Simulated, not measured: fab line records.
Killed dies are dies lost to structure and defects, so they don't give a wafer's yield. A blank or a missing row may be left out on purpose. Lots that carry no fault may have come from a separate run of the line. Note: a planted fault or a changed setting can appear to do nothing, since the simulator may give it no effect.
Which tool did it? + flow n5 finfet + 26 wafers from 10 lots sampled at 5 of the route's 1938 steps

## WHAT EACH GAUGE READ, for each wafer
N5_BEOL_M4_RC_MEAS_101. Usual: CJ_P 5.78, standard deviation 0.18; DIBL_N 36.3 mV/V, standard deviation 1.6; DIBL_P 36.2 mV/V, standard deviation 2; IOFF_N 0.160 nA/um, standard deviation 0.028; IOFF_P 0.21 nA/um, standard deviation 0.036; ION_N 677 uA/um, standard deviation 11; ION_P 465 uA/um, standard deviation 6.9; SS_N 71.5 mV/dec, standard deviation 0.55; SS_P 73.3 mV/dec, standard deviation 0.64; VT_N 250 mV, standard deviation 3; VT_P -250 mV, standard deviation 3.5.
| lot  | measured     | on        | CJ_P           | DIBL_N (mV/V)  | DIBL_P (mV/V)  | IOFF_N (nA/um)    | IOFF_P (nA/um) | ION_N (uA/um) | ION_P (uA/um) | SS_N (mV/dec)  | SS_P (mV/dec)  | VT_N (mV)   | VT_P (mV)      | flag |
|------|--------------|-----------|----------------|----------------|----------------|-------------------|----------------|---------------|---------------|----------------|----------------|-------------|----------------|------|
| L316 | day 8 00:02  | prober-02 | 5.77 5.71 5.68 | 35.3 36.1 36.5 | 35.1 35.6 36.0 | 0.145 0.159 0.167 | 0.20 0.21 0.22 | 682 679 675   | 464 471 462   | 70.8 70.7 70.7 | 72.4 72.5 72.9 | 250 248 249 | -248 -247 -251 |      |
| L319 | day 9 08:10  | prober-01 | 5.64 5.80 5.69 | 33.3 34.5 34.5 | 33.7 34.8 33.9 | 0.114 0.136 0.139 | 0.15 0.17 0.16 | 660 679 669   | 456 470 457   | 70.6 70.5 71.2 | 72.6 72.8 73.1 | 256 255 252 | -255 -252 -254 |      |
| L322 | day 9 17:41  | prober-01 | 5.69 5.46      | 37.7 35.0      | 40.4 36.8      | 0.219 0.160       | 0.27 0.20      | 702 675       | 478 459       | 71.6 71.2      | 74.7 72.7      | 243 250     | -248 -252      |      |
| L323 | day 10 06:52 | prober-01 | 5.89 5.63      | 34.8 36.5      | 33.0 35.5      | 0.131 0.164       | 0.20 0.24      | 651 671       | 456 465       | 71.4 71.7      | 72.0 73.1      | 253 249     | -250 -245      |      |
| L325 | day 10 22:34 | prober-01 | 5.72 5.96 6.00 | 35.6 36.8 35.2 | 36.5 39.4 38.0 | 0.143 0.181 0.152 | 0.18 0.22 0.20 | 679 694 671   | 462 470 458   | 71.3 72.5 72.0 | 73.0 73.3 72.7 | 252 249 250 | -257 -252 -255 |      |
| L334 | day 12 16:40 | prober-02 | 4.60 4.53 4.87 | 35.7 38.5 37.5 | 35.0 38.5 36.0 | 0.147 0.206 0.178 | 0.23 0.28 0.23 | 666 692 697   | 460 473 478   | 71.0 72.0 71.6 | 72.8 74.1 73.1 | 250 245 249 | -247 -246 -250 | OFF  |
| L335 | day 13 12:14 | prober-01 | 5.69 5.48      | 33.4 32.2      | 31.5 30.3      | 0.118 0.107       | 0.16 0.15      | 669 668       | 455 461       | 71.0 69.9      | 72.4 72.7      | 252 255     | -255 -254      |      |
| L336 | day 13 12:34 | prober-02 | 4.84 4.49 4.40 | 34.3 34.8 34.5 | 35.1 35.5 34.5 | 0.135 0.150 0.128 | 0.20 0.21 0.19 | 665 670 665   | 465 466 464   | 71.1 71.4 70.9 | 73.0 73.6 73.1 | 251 250 253 | -248 -247 -252 | OFF  |
| L337 | day 13 18:03 | prober-01 | 5.56 5.94      | 36.7 35.5      | 35.4 34.4      | 0.172 0.151       | 0.21 0.20      | 682 684       | 463 465       | 71.5 71.0      | 73.3 73.7      | 247 246     | -250 -248      |      |

## WHAT TOOL EACH LOT RAN ON (gives the tool, then ch and the chambers of the sampled wafers, and finally the start)
| lot  | N5_ZERO_LAYER_ETCH_17             | N5_WELL_APT_IMPLANT_15         | N5_WELL_APT_DESCUM_30             | N5_PMOS_HMC_CHANNEL_EPI_HM_DEP_34 |
|------|-----------------------------------|--------------------------------|-----------------------------------|-----------------------------------|
| L316 | rie diel-05 ch 0,2,3, day 1 19:11 | implanter-01 ch 0, day 1 20:56 | rie diel-06 ch 0,2,3, day 1 21:46 | pecvd-01 ch 0, day 1 23:32        |
| L319 | rie diel-04 ch 1,2, day 2 12:50   | implanter-02 ch 0, day 2 14:36 | rie diel-02 ch 0,2,3, day 2 15:28 | pecvd-02 ch 0,1,2, day 2 17:15    |
| L322 | rie diel-04 ch 0,1, day 3 07:04   | implanter-01 ch 0, day 3 08:20 | rie diel-03 ch 3, day 3 09:07     | pecvd-03 ch 1,2, day 3 10:57      |
| L323 | rie diel-05 ch 2,3, day 3 12:43   | implanter-02 ch 0, day 3 14:19 | rie diel-02 ch 0,3, day 3 15:10   | pecvd-03 ch 0,2, day 3 17:02      |
| L325 | rie diel-05 ch 0,1, day 4 00:52   | implanter-01 ch 0, day 4 02:21 | rie diel-03 ch 1,3, day 4 03:24   | pecvd-03 ch 0,2, day 4 05:04      |
| L332 | rie diel-01 ch 0,1, day 5 19:02   | implanter-01 ch 0, day 5 20:18 | rie diel-02 ch 0,1,3, day 5 21:16 | pecvd-02 ch 0,1, day 5 23:12      |
| L334 | rie diel-04 ch 0,2, day 6 06:43   | implanter-01 ch 0, day 6 07:59 | rie diel-03 ch 1,2,3, day 6 08:55 | pecvd-02 ch 0,2, day 6 10:41      |
| L335 | rie diel-04 ch 2,3, day 6 12:50   | implanter-02 ch 0, day 6 14:12 | rie diel-02 ch 1,3, day 6 15:09   | pecvd-02 ch 1,2, day 6 16:52      |
| L336 | rie diel-04 ch 0,3, day 6 18:43   | implanter-01 ch 0, day 6 20:05 | rie diel-02 ch 0,1,2, day 6 20:50 | pecvd-03 ch 0,1,2, day 6 22:40    |
| L337 | rie diel-05 ch 0,1, day 7 00:43   | implanter-02 ch 0, day 7 02:07 | rie diel-03 ch 0,3, day 7 02:55   | pecvd-01 ch 0,1, day 7 04:35      |
- N5_ZERO_LAYER_ETCH_17: etches SiO2 in CF4, target depth 12 nm, time 13.3 s.
- N5_WELL_APT_IMPLANT_15
- N5_WELL_APT_DESCUM_30: chemistry O2, time 7.9 s.
- N5_PMOS_HMC_CHANNEL_EPI_HM_DEP_34: deposits SiO2 from TEOS/O2, target thk 36 nm, time 6.9 s.

## WHAT THE TOOLS THEMSELVES READ (means of the sampled wafers that have a number; where no wafer has one, the mark that the record gives instead)
N5_ZERO_LAYER_ETCH_17. Usual: cf4 flow sccm 100.05 sccm, standard deviation 0.28; drypump motor current A 5.9 A, standard deviation 0.53; oes product au 0.80 a.u., standard deviation 0.075; rf fwd power W 445.6 W, standard deviation 1.8; rf vpp V 951 V, standard deviation 3.8; showerhead plenum p Torr 2.17 Torr, standard deviation 0.059; throttle valve pct 15.63 %, standard deviation 0.25.
| lot  | tool        | cf4 flow sccm (sccm) | drypump motor current A (A) | oes product au (a.u.) | rf fwd power W (W) | rf vpp V (V) | showerhead plenum p Torr (Torr) | throttle valve pct (%) | flag |
|------|-------------|----------------------|-----------------------------|-----------------------|--------------------|--------------|---------------------------------|------------------------|------|
| L316 | rie diel-05 | 99.89                | 5.7                         | 0.84                  | 446.6              | 952          | 2.21                            | 15.58                  |      |
| L319 | rie diel-04 | 100.07               | 5.9                         | 0.81                  | 446.0              | 948          | 2.14                            | 15.64                  |      |
| L322 | rie diel-04 | 99.84                | 6.0                         | 0.77                  | 447.3              | 951          | 2.19                            | 15.65                  |      |
| L323 | rie diel-05 | 99.79                | 5.8                         | 0.80                  | 444.9              | 950          | 2.17                            | 15.71                  |      |
| L325 | rie diel-05 | 100.24               | 5.7                         | 0.81                  | 445.6              | 952          | 2.20                            | 15.51                  |      |
| L332 | rie diel-01 | 100.18               | 6.3                         | 0.88                  | 444.2              | 955          | 2.22                            | 15.33                  |      |
| L334 | rie diel-04 | 99.79                | 6.5                         | 0.73                  | 446.7              | 950          | 2.16                            | 15.87                  |      |
| L335 | rie diel-04 | 99.79                | 5.9                         | 0.72                  | 444.0              | 948          | 2.14                            | 15.80                  |      |
| L336 | rie diel-04 | 100.17               | 5.8                         | 0.70                  | 444.0              | 952          | 2.20                            | 15.69                  |      |
| L337 | rie diel-05 | 100.36               | 5.8                         | 0.76                  | 448.4              | 949          | 2.15                            | 15.61                  |      |

N5_WELL_APT_IMPLANT_15. Usual: dose ions cm2 1.4996e+13, standard deviation 1.4e+10; faraday current uA 191, standard deviation 3.5.
| lot  | tool         | dose ions cm2 | faraday current uA | flag |
|------|--------------|---------------|--------------------|------|
| L316 | implanter-01 | 1.5011e+13    | 190                |      |
| L319 | implanter-02 | 1.4998e+13    | 194                |      |
| L322 | implanter-01 | 1.5007e+13    | 194                |      |
| L323 | implanter-02 | 1.5006e+13    | 192                |      |
| L325 | implanter-01 | 1.4996e+13    | 188                |      |
| L332 | implanter-01 | 9.3333e+12    | 118                | OFF  |
| L334 | implanter-01 | 9.3623e+12    | 118                | OFF  |
| L335 | implanter-02 | 1.4990e+13    | 191                |      |
| L336 | implanter-01 | 9.3670e+12    | 119                | OFF  |
| L337 | implanter-02 | 1.4994e+13    | 191                |      |

N5_WELL_APT_DESCUM_30. Usual: drypump motor current A 5.7 A, standard deviation 0.4; oes product au 0.81 a.u., standard deviation 0.11; rf fwd power W 49.71 W, standard deviation 0.17; rf vpp V 243.3 V, standard deviation 1.4; showerhead plenum p Torr 2.11 Torr, standard deviation 0.069; throttle valve pct 20.43 %, standard deviation 0.25.
| lot  | tool        | drypump motor current A (A) | oes product au (a.u.) | rf fwd power W (W) | rf vpp V (V) | showerhead plenum p Torr (Torr) | throttle valve pct (%) | flag |
|------|-------------|-----------------------------|-----------------------|--------------------|--------------|---------------------------------|------------------------|------|
| L316 | rie diel-06 | 5.7                         | 0.77                  | 49.92              | 243.2        | 2.11                            | 20.18                  |      |
| L319 | rie diel-02 | 5.6                         | 0.76                  | 49.75              | 243.1        | 2.09                            | 20.47                  |      |
| L322 | rie diel-03 | 5.6                         | 0.96                  | 49.77              | 243.8        | 2.15                            | 20.25                  |      |
| L323 | rie diel-02 | 5.7                         | 0.78                  | 49.58              | 242.9        | 2.09                            | 20.46                  |      |
| L325 | rie diel-03 | 5.6                         | 0.84                  | 49.51              | 243.5        | 2.10                            | 20.45                  |      |
| L332 | rie diel-02 | 5.7                         | 0.85                  | 49.77              | 243.0        | 2.11                            | 20.30                  |      |
| L334 | rie diel-03 | 5.6                         | 0.92                  | 49.72              | 244.1        | 2.21                            | 20.40                  |      |
| L335 | rie diel-02 | 5.3                         | 0.76                  | 49.73              | 245.1        | 2.13                            | 20.20                  |      |
| L336 | rie diel-02 | 5.9                         | 0.77                  | 49.80              | 243.8        | 2.08                            | 20.47                  |      |
| L337 | rie diel-03 | 5.8                         | 0.85                  | 49.61              | 243.7        | 2.12                            | 20.45                  |      |

N5_PMOS_HMC_CHANNEL_EPI_HM_DEP_34. Usual: heater power w 532 W, standard deviation 110; rf fwd power W 883 W, standard deviation 5.7; showerhead plenum p Torr 8.36 Torr, standard deviation 0.033; throttle valve pct 18.6 %, standard deviation 1.
| lot  | tool     | heater power w (W) | rf fwd power W (W) | showerhead plenum p Torr (Torr) | throttle valve pct (%) | flag |
|------|----------|--------------------|--------------------|---------------------------------|------------------------|------|
| L316 | pecvd-01 | 774                | 889                | 8.34                            | 16.9                   |      |
| L319 | pecvd-02 | 512                | 884                | 8.35                            | 18.9                   |      |
| L322 | pecvd-03 | 557                | 878                | 8.38                            | 18.0                   |      |
| L323 | pecvd-03 | 524                | 880                | 8.38                            | 18.4                   |      |
| L325 | pecvd-03 | 482                | 884                | 8.37                            | 17.9                   |      |
| L332 | pecvd-02 | 462                | 887                | 8.32                            | 19.5                   |      |
| L334 | pecvd-02 | 455                | 884                | 8.35                            | 18.8                   |      |
| L335 | pecvd-02 | 466                | 886                | 8.38                            | 18.9                   |      |
| L336 | pecvd-03 | 561                | 880                | 8.37                            | 18.6                   |      |
| L337 | pecvd-01 | 566                | 888                | 8.36                            | 18.4                   |      |

## THE ANSWER, worked out from the rows above alone
Rule: a lot is off if the mean of its wafers that have a number lies more than 3 standard deviations from the usual mean. A lot without any number at a reading at which 4 lots or more have one is off too. Where the step has rows for the other lots, those lots are counted as sound. Order of review: gauges by route order, followed by the tools' own readings, for which a lot's mean as printed above is used. At the first step where some lot is off, the reading lying furthest off is the one used; lots without a number count as furthest.
Off: L334, L336, seen at N5_BEOL_M4_RC_MEAS_101 (CJ_P). Neither off nor sound, because the step has no rows for them: L332.
If a tool, at a process step before that reading, ran all the lots that are off and no sound lot after the first of them, it fits. Not tried: the gauges at N5_BEOL_M4_RC_MEAS_101; whatever is off there is also off at N5_WELL_APT_IMPLANT_15, on other tools, and gauge error can't account for it. One fits: implanter-01 at N5_WELL_APT_IMPLANT_15. Its last sound lot is L325 (day 4 02:21), its first lot that is off L334 (day 6 07:59): a fault that began between those two fits.
The tool's own readings at N5_WELL_APT_IMPLANT_15 bear it out: on the lots that are off they differ by more than 5 times the standard deviation of the sound lots' means. dose ions cm2 reads 9.3646e+12 there against 1.5000e+13 on the sound lots; faraday current uA reads 118 there against 191 on the sound lots.

## WHAT THE SIMULATOR HAD INSERTED
Process parameters drifting: implanter-01 at N5_WELL_APT_IMPLANT_15, beginning at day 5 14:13. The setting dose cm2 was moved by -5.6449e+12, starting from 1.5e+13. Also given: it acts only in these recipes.
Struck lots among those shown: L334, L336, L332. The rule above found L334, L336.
